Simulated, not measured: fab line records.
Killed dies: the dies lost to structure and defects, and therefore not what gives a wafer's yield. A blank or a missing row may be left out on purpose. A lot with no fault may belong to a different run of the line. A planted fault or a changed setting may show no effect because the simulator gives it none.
Matching of chambers / flow n5_finfet / N5_BEOL_M7_DEP_56 on pecvd-02: 3 sister chambers
The step deposits SiCN from 3MS/NH3, target thk 10 nm, time 17.5 s. 6 wafers are shown with their chamber, then 9 later ones without.

== WAFERS, EACH WITH ITS CHAMBER ==
wafer=L078.3; chamber=0; throttle_valve_pct (%)=9.8; showerhead_plenum_p_Torr (Torr)=3.650
wafer=L078.5; chamber=0; throttle_valve_pct (%)=10.0; showerhead_plenum_p_Torr (Torr)=3.642
wafer=L083.5; chamber=2; throttle_valve_pct (%)=9.2; showerhead_plenum_p_Torr (Torr)=3.677
wafer=L089.1; chamber=2; throttle_valve_pct (%)=9.5; showerhead_plenum_p_Torr (Torr)=3.683
wafer=L089.2; chamber=1; throttle_valve_pct (%)=9.0; showerhead_plenum_p_Torr (Torr)=3.678
wafer=L089.5; chamber=1; throttle_valve_pct (%)=9.0; showerhead_plenum_p_Torr (Torr)=3.672

== WAFERS MISSING THEIR CHAMBER ==
wafer=L091.1; throttle_valve_pct (%)=9.3; showerhead_plenum_p_Torr (Torr)=3.686
wafer=L091.2; throttle_valve_pct (%)=9.7; showerhead_plenum_p_Torr (Torr)=3.650
wafer=L091.5; throttle_valve_pct (%)=9.9; showerhead_plenum_p_Torr (Torr)=3.667
wafer=L090.1; throttle_valve_pct (%)=9.9; showerhead_plenum_p_Torr (Torr)=3.655
wafer=L090.3; throttle_valve_pct (%)=9.1; showerhead_plenum_p_Torr (Torr)=3.687
wafer=L090.4; throttle_valve_pct (%)=9.0; showerhead_plenum_p_Torr (Torr)=3.678
wafer=L095.2; throttle_valve_pct (%)=9.9; showerhead_plenum_p_Torr (Torr)=3.639
wafer=L095.3; throttle_valve_pct (%)=8.9; showerhead_plenum_p_Torr (Torr)=3.684
wafer=L095.4; throttle_valve_pct (%)=9.7; showerhead_plenum_p_Torr (Torr)=3.656

== EACH ONE'S CHAMBER ==
wafer=L091.1; from the rows above=can't be placed: 2 or 1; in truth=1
wafer=L091.2; from the rows above=0; in truth=0
wafer=L091.5; from the rows above=can't be placed: 0 or 2 or 1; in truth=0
wafer=L090.1; from the rows above=0; in truth=0
wafer=L090.3; from the rows above=can't be placed: 2 or 1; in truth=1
wafer=L090.4; from the rows above=can't be placed: 1 or 2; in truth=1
wafer=L095.2; from the rows above=0; in truth=0
wafer=L095.3; from the rows above=can't be placed: 1 or 2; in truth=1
wafer=L095.4; from the rows above=0; in truth=0
Placed correctly: 4 of 9. Unplaceable from these rows: 5, with the true chamber sitting among the candidates in 5. 0 placed wrongly.
How it was worked out, from the rows above alone: a wafer's distance from a chamber is the root of the sum, over the readings, of the square of ((its reading less the chamber's mean) divided by the reading's scatter). The wafer belongs to the nearest chamber; if the next one is less than 2 further off, it can't be placed. For every chamber, the mean is computed from those of its wafers that are shown. How the scatter is found: for the shown wafers, subtract from each reading the mean of its chamber, square and add these, divide the total by (wafers less chambers), then take the root.
